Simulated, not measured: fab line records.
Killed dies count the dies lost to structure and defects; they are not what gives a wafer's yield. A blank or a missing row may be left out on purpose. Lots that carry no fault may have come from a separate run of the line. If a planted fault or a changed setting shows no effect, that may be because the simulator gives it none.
Split-lot experiment || flow n5-finfet || on a route of 1938 steps: 7 lots, 21 wafers read

== ON THE SPLIT ==
At N5_BEOL_M10_COAT_64 (time 60 s, resist thk 30 nm), the setting spin-rpm was moved away from the recipe's 1500 rpm on 6 of the 21 wafers read, by -8.2% to +9.9%. For the rest of the wafers, this setting stayed at what the recipe calls for.

== FROM THE SPLIT TO THE READING: what the file shows between them, 3 steps ==
- N5_BEOL_M10_DEVELOP_27: develop time 30 s (also split here: develop-time-s)
- N5_BEOL_M10_DESCUM_33: chemistry O2, time 7.9 s
- N5_BEOL_M10_ETCH_65: etches SiARC in CF4, target depth 39 nm, time 65 s

== THE READING ==
SiARC_of_BEOL_M10_COAT_64.thk-nm (the simulator's own value, which no gauge read), in nm, at N5_BEOL_M10_ETCH_66 (etches SOC in N2/H2, target depth 120 nm, overetch 24 nm, time 180 s). No usual value for it is given in the file. Average 22.7 nm, standard deviation 0.2 nm, over the 15 wafers here run with the recipe.

{"wafer": "L075.1", "tool, chamber at the split": "litho-track-05, 0", "spin-rpm as run, rpm": 1500, "against the recipe": "recipe", "SiARC_of_BEOL_M10_COAT_64.thk-nm, nm": 23, "against lot-mates on the recipe": "-"}
{"wafer": "L075.2", "tool, chamber at the split": "litho-track-05, 0", "spin-rpm as run, rpm": 1500, "against the recipe": "recipe", "SiARC_of_BEOL_M10_COAT_64.thk-nm, nm": 22.8, "against lot-mates on the recipe": "-"}
{"wafer": "L075.4", "tool, chamber at the split": "litho-track-05, 0", "spin-rpm as run, rpm": 1589, "against the recipe": "+5.9%", "SiARC_of_BEOL_M10_COAT_64.thk-nm, nm": 21.8, "against lot-mates on the recipe": -1.1}
{"wafer": "L082.2", "tool, chamber at the split": "litho-track-05, 0", "spin-rpm as run, rpm": 1500, "against the recipe": "recipe", "SiARC_of_BEOL_M10_COAT_64.thk-nm, nm": 22.6, "against lot-mates on the recipe": "-"}
{"wafer": "L082.3", "tool, chamber at the split": "litho-track-05, 0", "spin-rpm as run, rpm": 1500, "against the recipe": "recipe", "SiARC_of_BEOL_M10_COAT_64.thk-nm, nm": 22.6, "against lot-mates on the recipe": "-"}
{"wafer": "L082.5", "tool, chamber at the split": "litho-track-05, 0", "spin-rpm as run, rpm": 1500, "against the recipe": "recipe", "SiARC_of_BEOL_M10_COAT_64.thk-nm, nm": 22.8, "against lot-mates on the recipe": "-"}
{"wafer": "L085.4", "tool, chamber at the split": "litho-track-02, 0", "spin-rpm as run, rpm": 1639, "against the recipe": "+9.3%", "SiARC_of_BEOL_M10_COAT_64.thk-nm, nm": 21.8, "against lot-mates on the recipe": -0.9}
{"wafer": "L085.5", "tool, chamber at the split": "litho-track-02, 0", "spin-rpm as run, rpm": 1500, "against the recipe": "recipe", "SiARC_of_BEOL_M10_COAT_64.thk-nm, nm": 22.6, "against lot-mates on the recipe": "-"}
{"wafer": "L085.6", "tool, chamber at the split": "litho-track-02, 0", "spin-rpm as run, rpm": 1500, "against the recipe": "recipe", "SiARC_of_BEOL_M10_COAT_64.thk-nm, nm": 22.8, "against lot-mates on the recipe": "-"}
{"wafer": "L086.2", "tool, chamber at the split": "litho-track-02, 0", "spin-rpm as run, rpm": 1500, "against the recipe": "recipe", "SiARC_of_BEOL_M10_COAT_64.thk-nm, nm": 22.2, "against lot-mates on the recipe": "-"}
{"wafer": "L086.3", "tool, chamber at the split": "litho-track-02, 0", "spin-rpm as run, rpm": 1439, "against the recipe": "-4.1%", "SiARC_of_BEOL_M10_COAT_64.thk-nm, nm": 23.4, "against lot-mates on the recipe": "+0.9"}
{"wafer": "L086.4", "tool, chamber at the split": "litho-track-02, 0", "spin-rpm as run, rpm": 1500, "against the recipe": "recipe", "SiARC_of_BEOL_M10_COAT_64.thk-nm, nm": 22.8, "against lot-mates on the recipe": "-"}
{"wafer": "L087.1", "tool, chamber at the split": "litho-track-05, 0", "spin-rpm as run, rpm": 1648, "against the recipe": "+9.9%", "SiARC_of_BEOL_M10_COAT_64.thk-nm, nm": 21.4, "against lot-mates on the recipe": -1.2}
{"wafer": "L087.2", "tool, chamber at the split": "litho-track-05, 0", "spin-rpm as run, rpm": 1500, "against the recipe": "recipe", "SiARC_of_BEOL_M10_COAT_64.thk-nm, nm": 22.6, "against lot-mates on the recipe": "-"}
{"wafer": "L087.6", "tool, chamber at the split": "litho-track-05, 0", "spin-rpm as run, rpm": 1648, "against the recipe": "+9.9%", "SiARC_of_BEOL_M10_COAT_64.thk-nm, nm": 21.8, "against lot-mates on the recipe": -0.8}
{"wafer": "L089.1", "tool, chamber at the split": "litho-track-01, 0", "spin-rpm as run, rpm": 1500, "against the recipe": "recipe", "SiARC_of_BEOL_M10_COAT_64.thk-nm, nm": 22.4, "against lot-mates on the recipe": "-"}
{"wafer": "L089.2", "tool, chamber at the split": "litho-track-01, 0", "spin-rpm as run, rpm": 1500, "against the recipe": "recipe", "SiARC_of_BEOL_M10_COAT_64.thk-nm, nm": 22.6, "against lot-mates on the recipe": "-"}
{"wafer": "L089.4", "tool, chamber at the split": "litho-track-01, 0", "spin-rpm as run, rpm": 1500, "against the recipe": "recipe", "SiARC_of_BEOL_M10_COAT_64.thk-nm, nm": 23, "against lot-mates on the recipe": "-"}
{"wafer": "L091.1", "tool, chamber at the split": "litho-track-05, 0", "spin-rpm as run, rpm": 1500, "against the recipe": "recipe", "SiARC_of_BEOL_M10_COAT_64.thk-nm, nm": 22.8, "against lot-mates on the recipe": "-"}
{"wafer": "L091.4", "tool, chamber at the split": "litho-track-05, 0", "spin-rpm as run, rpm": 1500, "against the recipe": "recipe", "SiARC_of_BEOL_M10_COAT_64.thk-nm, nm": 22.6, "against lot-mates on the recipe": "-"}
{"wafer": "L091.6", "tool, chamber at the split": "litho-track-05, 0", "spin-rpm as run, rpm": 1377, "against the recipe": "-8.2%", "SiARC_of_BEOL_M10_COAT_64.thk-nm, nm": 23.8, "against lot-mates on the recipe": "+1.1"}

FIT RESULTS
A straight line over all 21 wafers: SiARC_of_BEOL_M10_COAT_64.thk-nm changes by -0.119 nm for each +1% of spin-rpm; r = -0.93; the points scatter about the line by 0.21 nm.
The same after taking each lot's own level away (the mean of its wafers on the recipe; 21 wafers): -0.12 nm for each +1%; r = -0.92; scatter 0.22 nm.
The reading moves by 1.2 nm for the largest change in spin-rpm, on that fit.
The lots' own levels span 22.50 to 22.90 nm, that is 2.0 times the standard deviation above.
So the lot-to-lot level changes the slope little: the two slopes agree.
Check: -1.14 nm against its lot-mates is what the line predicts for one of the wafers moved furthest among these (+9.9%) when that wafer is left out of the fit. It came out at -1.2 nm against them.

== OTHER SPLITS ON THESE WAFERS ==
Note: prior to the reading, these wafers also went through further splits. Each is held against what the fit with the lots' levels taken away leaves over:
{"other split on the same wafers": "N5_BEOL_M7_DESCUM_33 time-s", "wafers away from the commonest value": 5, "r with SiARC_of_BEOL_M10_COAT_64.thk-nm (lot level and that fit taken away)": "+0.06"}
{"other split on the same wafers": "N5_BEOL_M8_ETCH_61 bias-w", "wafers away from the commonest value": 9, "r with SiARC_of_BEOL_M10_COAT_64.thk-nm (lot level and that fit taken away)": -0.14}
{"other split on the same wafers": "N5_BEOL_M8_ETCH_62 source-w", "wafers away from the commonest value": 9, "r with SiARC_of_BEOL_M10_COAT_64.thk-nm (lot level and that fit taken away)": -0.45}
{"other split on the same wafers": "N5_BEOL_M9_COAT_60 spin-rpm", "wafers away from the commonest value": 8, "r with SiARC_of_BEOL_M10_COAT_64.thk-nm (lot level and that fit taken away)": "+0.21"}
{"other split on the same wafers": "N5_BEOL_M9_EXPOSE_08 dose-mj", "wafers away from the commonest value": 7, "r with SiARC_of_BEOL_M10_COAT_64.thk-nm (lot level and that fit taken away)": "+0.09"}
{"other split on the same wafers": "N5_BEOL_M10_DEVELOP_27 develop-time-s", "wafers away from the commonest value": 7, "r with SiARC_of_BEOL_M10_COAT_64.thk-nm (lot level and that fit taken away)": -0.07}

== THE WHOLE CHAIN: every reading that the file lists as answering this split, in the file's order ==
{"step": "N5_BEOL_M10_COAT_64", "what it does": "time 60 s, resist thk 30 nm", "reading": "SiARC_of_BEOL_M10_COAT_64.thk-nm (the simulator's own value, which no gauge read)", "change (the file's fit)": "-0.145 nm for each +1% of the setting", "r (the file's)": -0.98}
{"step": "N5_BEOL_M10_ETCH_65", "what it does": "etches SiARC in CF4, target depth 39 nm, time 65 s", "reading": "etch.depth-nm (the simulator's own value, which no gauge read)", "change (the file's fit)": "-0.14 nm for each +1% of the setting", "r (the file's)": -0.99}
{"step": "N5_BEOL_M10_ETCH_65", "what it does": "etches SiARC in CF4, target depth 39 nm, time 65 s", "reading": "CAR-ArF_of_BEOL_M10_COAT_22.thk-nm (the simulator's own value, which no gauge read)", "change (the file's fit)": "+0.124 nm for each +1% of the setting", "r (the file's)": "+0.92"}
{"step": "N5_BEOL_M10_ETCH_66", "what it does": "etches SOC in N2/H2, target depth 120 nm, overetch 24 nm, time 180 s", "reading": "SiARC_of_BEOL_M10_COAT_64.thk-nm (the simulator's own value, which no gauge read)", "change (the file's fit)": "-0.124 nm for each +1% of the setting", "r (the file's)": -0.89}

== FILE'S OWN FIT ==
SiARC_of_BEOL_M10_COAT_64.thk-nm changes by -0.124 nm for each +1% of spin-rpm, r = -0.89.
